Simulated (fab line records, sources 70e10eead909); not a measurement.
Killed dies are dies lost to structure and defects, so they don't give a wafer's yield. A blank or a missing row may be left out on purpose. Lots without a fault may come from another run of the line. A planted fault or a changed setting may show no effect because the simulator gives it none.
Chamber matching | flow nand_harc | NHARC_A_CHANNEL_HOLE_D2_ETCH_38 on rie_diel-10: 4 sister chambers
The step etches the open film in CF4, target depth 39 nm, time 65 s. 4 wafers are shown with their chamber, then 11 later ones without.

WAFERS WITH THEIR CHAMBER
wafer  | chamber | showerhead_plenum_p_Torr (Torr)
L085.3 | 3       | 1.80
L088.4 | 1       | 1.86
L088.5 | 0       | 1.87
L093.3 | 2       | 1.75

WAFERS WITHOUT THEIR CHAMBER
wafer  | showerhead_plenum_p_Torr (Torr)
L093.4 | 1.87
L093.6 | 1.79
L092.4 | 1.87
L092.5 | 1.75
L092.6 | 1.79
L094.1 | 1.75
L094.2 | 1.80
L094.4 | 1.87
L097.2 | 1.75
L097.4 | 1.79
L097.5 | 1.75

WHICH CHAMBER EACH WENT THROUGH
wafer  | from the rows above     | in truth
L093.4 | can't be placed: 0 or 1 | 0
L093.6 | 3                       | 3
L092.4 | can't be placed: 0 or 1 | 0
L092.5 | 2                       | 2
L092.6 | 3                       | 3
L094.1 | 2                       | 2
L094.2 | 3                       | 3
L094.4 | can't be placed: 0 or 1 | 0
L097.2 | 2                       | 2
L097.4 | 3                       | 3
L097.5 | 2                       | 2
Placed correctly: 8 of 11. Can't be placed from these rows: 3 (the true chamber is among the candidates in 3). Placed wrongly: 0.
How it was worked out, from the rows above alone: a wafer's distance from a chamber is the root of the sum, over the readings, of the square of ((its reading less the chamber's mean) divided by the reading's scatter). The wafer belongs to the nearest chamber; if the next one is less than 2 further off, it can't be placed. A chamber's mean is the mean of its shown wafers. The scatter: with one shown wafer a chamber, the root of the mean of the squares of how far each hidden wafer lies from its nearest shown one.
